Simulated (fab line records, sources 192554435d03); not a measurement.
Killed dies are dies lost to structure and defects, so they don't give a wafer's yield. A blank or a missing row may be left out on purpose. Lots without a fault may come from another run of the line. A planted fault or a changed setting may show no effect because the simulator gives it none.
Chamber matching | flow n5_finfet | N5_ILD0_ALD_15 on ald_sin-02: 4 sister chambers
The step deposits SiNx, target thk 24 nm, pulse time 1 s, ald cycles 480. 8 wafers are shown with their chamber, then 7 later ones without.

WAFERS WITH THEIR CHAMBER
wafer  | chamber | heater_power_w (W) | precursor_pulse_height_rel
L075.4 | 3       | 759                | 0.993
L080.5 | 3       | 716                | 0.967
L081.6 | 1       | 888                | 0.996
L084.1 | 0       | 871                | 0.990
L084.3 | 2       | 841                | 1.031
L084.5 | 0       | 882                | 1.016
L088.1 | 2       | 853                | 1.011
L088.5 | 1       | 874                | 0.982

WAFERS WITHOUT THEIR CHAMBER
wafer  | heater_power_w (W) | precursor_pulse_height_rel
L088.6 | 845                | 1.010
L089.1 | 844                | 1.001
L089.2 | 896                | 0.981
L089.5 | 852                | 0.973
L096.1 | 876                | 1.045
L096.5 | 856                | 1.008
L096.6 | 876                | 0.995

WHICH CHAMBER EACH WENT THROUGH
wafer  | from the rows above          | in truth
L088.6 | can't be placed: 2 or 0 or 1 | 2
L089.1 | can't be placed: 2 or 0 or 1 | 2
L089.2 | can't be placed: 1 or 0      | 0
L089.5 | can't be placed: 1 or 0 or 2 | 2
L096.1 | can't be placed: 2 or 0 or 1 | 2
L096.5 | can't be placed: 2 or 0 or 1 | 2
L096.6 | can't be placed: 1 or 0 or 2 | 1
Placed correctly: 0 of 7. Can't be placed from these rows: 7 (the true chamber is among the candidates in 7). Placed wrongly: 0.
How it was worked out, from the rows above alone: a wafer's distance from a chamber is the root of the sum, over the readings, of the square of ((its reading less the chamber's mean) divided by the reading's scatter). The wafer belongs to the nearest chamber; if the next one is less than 2 further off, it can't be placed. A chamber's mean is the mean of its shown wafers. The scatter: the root of (the sum of the squares of (reading less its chamber's mean) over the shown wafers, divided by (wafers less chambers)).
